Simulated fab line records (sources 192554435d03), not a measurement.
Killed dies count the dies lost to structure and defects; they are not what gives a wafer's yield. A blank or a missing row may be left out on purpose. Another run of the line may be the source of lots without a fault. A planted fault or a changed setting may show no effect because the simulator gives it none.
Matching of chambers | flow n5 finfet | N5_BEOL_M5_CMP_52 on cmp-02 has 4 sister chambers
The step polishes, stops on SiCOH lowk, t overpolish 6.9 s, target thk 62 nm. 4 wafers are shown with their chamber, then 12 later ones without.

== WAFERS WITH THEIR CHAMBER ==
wafer  | chamber | motor current A (A)
L087.3 | 0       | 5.4
L090.1 | 1       | 5.9
L090.2 | 2       | 5.5
L090.3 | 3       | 7.3

== WAFERS WHOSE CHAMBER IS MISSING ==
wafer  | motor current A (A)
L091.1 | 5.9
L091.2 | 5.5
L091.5 | 5.7
L093.1 | 7.5
L093.2 | 5.8
L093.5 | 6.0
L095.2 | 7.5
L095.4 | 5.6
L095.6 | 6.2
L097.1 | 5.5
L097.2 | 5.8
L097.4 | 5.5

== WHICH CHAMBER EACH ONE RAN IN ==
wafer  | from the rows above          | in truth
L091.1 | 1                            | 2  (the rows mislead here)
L091.2 | can't be placed: 2 or 0      | 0
L091.5 | can't be placed: 1 or 2 or 0 | 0
L093.1 | 3                            | 3
L093.2 | can't be placed: 1 or 2      | 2
L093.5 | 1                            | 1
L095.2 | 3                            | 3
L095.4 | can't be placed: 2 or 0 or 1 | 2
L095.6 | 1                            | 1
L097.1 | can't be placed: 2 or 0      | 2
L097.2 | can't be placed: 1 or 2      | 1
L097.4 | can't be placed: 2 or 0      | 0
Correct placement for 4 of the 12. From these rows, 7 cannot be placed; in 7 the true chamber is one of the candidates. 1 placed wrongly.
How it was worked out, from the rows above alone: a wafer's distance from a chamber is the root of the sum, over the readings, of the square of ((its reading less the chamber's mean) divided by the reading's scatter). If the next closest chamber is less than 2 further off than the closest, the wafer can't be placed; otherwise it belongs to the closest. The mean given for a chamber averages the wafers shown for that chamber. The scatter (one wafer shown for each chamber): square how far every hidden wafer sits from the nearest shown wafer, average those squares and take the square root.
